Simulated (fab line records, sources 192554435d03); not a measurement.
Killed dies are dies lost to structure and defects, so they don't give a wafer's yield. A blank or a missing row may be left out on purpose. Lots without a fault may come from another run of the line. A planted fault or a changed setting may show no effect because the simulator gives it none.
Which tool did it? | flow n5_finfet | 10 lots, 29 wafers sampled, at 1 step of a route of 1938

WHAT THE GAUGES READ, wafer by wafer
N5_BEOL_M4_RC_MEAS_101. Usual: DIBL_N 36.0 mV/V, standard deviation 1.8; DIBL_P 36.3 mV/V, standard deviation 2.4; IOFF_N 0.16 nA/um, standard deviation 0.035; IOFF_P 0.21 nA/um, standard deviation 0.036; ION_N 673 uA/um, standard deviation 13; ION_P 461 uA/um, standard deviation 7.2; SS_N 71.4 mV/dec, standard deviation 0.6; SS_P 73.2 mV/dec, standard deviation 0.7; VT_N 250 mV, standard deviation 4; VT_P -250.9 mV, standard deviation 2.9.
lot  | measured     | on        | DIBL_N (mV/V)  | DIBL_P (mV/V)  | IOFF_N (nA/um) | IOFF_P (nA/um) | ION_N (uA/um) | ION_P (uA/um) | SS_N (mV/dec)  | SS_P (mV/dec)  | VT_N (mV)   | VT_P (mV)            | flag
L878 | day 7 15:56  | prober-01 | 40.9 39.8 36.5 | 41.0 39.5 35.0 | 0.27 0.23 0.16 | 0.32 0.29 0.23 | 695 695 669   | 472 474 465   | 72.0 72.1 71.2 | 74.4 74.1 72.4 | 240 245 252 | -242.9 -243.5 -247.3 |
L879 | day 8 20:15  | prober-02 | 36.7 34.7 39.2 | 38.2 33.9 41.4 | 0.19 0.14 0.25 | 0.25 0.17 0.32 | 675 666 693   | 465 457 473   | 72.5 72.2 72.8 | 73.7 72.5 74.6 | 248 250 242 | -248.4 -252.9 -245.7 |
L880 | day 8 23:30  | prober-01 | 36.3 35.8 38.5 | 37.4 37.5 40.0 | 0.17 0.16 0.23 | 0.21 0.22 0.26 | 683 672 702   | 462 468 475   | 71.5 70.7 71.8 | 73.8 72.9 73.9 | 248 250 245 | -249.2 -247.8 -246.1 |
L881 | day 9 03:07  | prober-02 | 34.3 34.0 32.7 | 33.5 32.9 30.7 | 0.16 0.14 0.12 | 0.21 0.19 0.16 | 678 670 653   | 463 459 461   | 70.8 71.3 71.3 | 73.2 72.7 72.2 | 246 250 252 | -247.1 -249.6 -251.3 |
L882 | day 9 10:52  | prober-02 | 33.9 37.5 35.4 | 34.9 37.1 36.2 | 0.13 0.19 0.15 | 0.17 0.20 0.19 | 674 668 678   | 461 455 470   | 70.4 72.0 71.5 | 73.2 73.4 73.2 | 254 248 249 | -250.4 -251.0 -250.7 |
L884 | day 9 23:12  | prober-01 | 35.3 35.7 32.9 | 37.0 36.7 34.1 | 0.15 0.15 0.11 | 0.20 0.20 0.16 | 675 666 668   | 464 459 465   | 71.0 71.3 71.0 | 73.5 73.3 72.7 | 249 253 255 | -252.4 -251.4 -253.0 |
L885 | day 10 08:04 | prober-02 | 36.1 37.2      | 36.2 37.3      | 0.16 0.17      | 0.20 0.22      | 673 670       | 461 464       | 71.7 72.3      | 74.1 74.1      | 252 252     | -250.6 -246.3        |
L894 | day 12 11:57 | prober-01 | 35.5 32.1 34.3 | 34.3 31.1 32.7 | 0.13 0.09 0.11 | 0.18 0.13 0.15 | 662 640 664   | 454 441 460   | 70.9 70.4 70.6 | 72.9 72.0 72.1 | 255 259 256 | -251.6 -256.4 -255.7 |
L898 | day 12 22:59 | prober-02 | 36.0 33.0 37.4 | 35.9 32.7 36.6 | 0.15 0.11 0.16 | 0.20 0.16 0.21 | 675 668 667   | 461 459 457   | 71.1 70.9 71.4 | 74.0 73.1 73.7 | 252 253 253 | -250.9 -252.0 -251.4 |
L900 | day 14 07:43 | prober-02 | 37.5 37.7 36.6 | 39.3 39.7 38.0 | 0.18 0.18 0.16 | 0.24 0.25 0.23 | 691 680 685   | 475 471 474   | 71.0 72.0 71.1 | 73.8 74.1 73.4 | 246 247 246 | -246.5 -247.2 -248.1 |

WHICH TOOL RAN EACH LOT (tool, then ch and the chambers of the sampled wafers, then the start)
The record holds no process step before these readings.

WHAT THE TOOLS THEMSELVES READ (means of the sampled wafers that have a number; where no wafer has one, the mark that the record gives instead)
The record holds no such reading with a usual standard deviation.

THE ANSWER, worked out from the rows above alone
Rule: a lot is off if the mean of its wafers that have a number lies more than 3 standard deviations from the usual mean. A lot without any number at a reading at which 4 lots or more have one is off too. The other lots that the step has rows for count as sound. The gauges are gone through in route order, then the tools' own readings, and for those a lot's mean is taken as printed above. The first step at which some lot is off is used, and at that step the reading that is off furthest; a lot without a number counts as furthest.
No lot is off at any reading shown: from this, nothing can be told.

WHAT THE SIMULATOR HAD PUT IN
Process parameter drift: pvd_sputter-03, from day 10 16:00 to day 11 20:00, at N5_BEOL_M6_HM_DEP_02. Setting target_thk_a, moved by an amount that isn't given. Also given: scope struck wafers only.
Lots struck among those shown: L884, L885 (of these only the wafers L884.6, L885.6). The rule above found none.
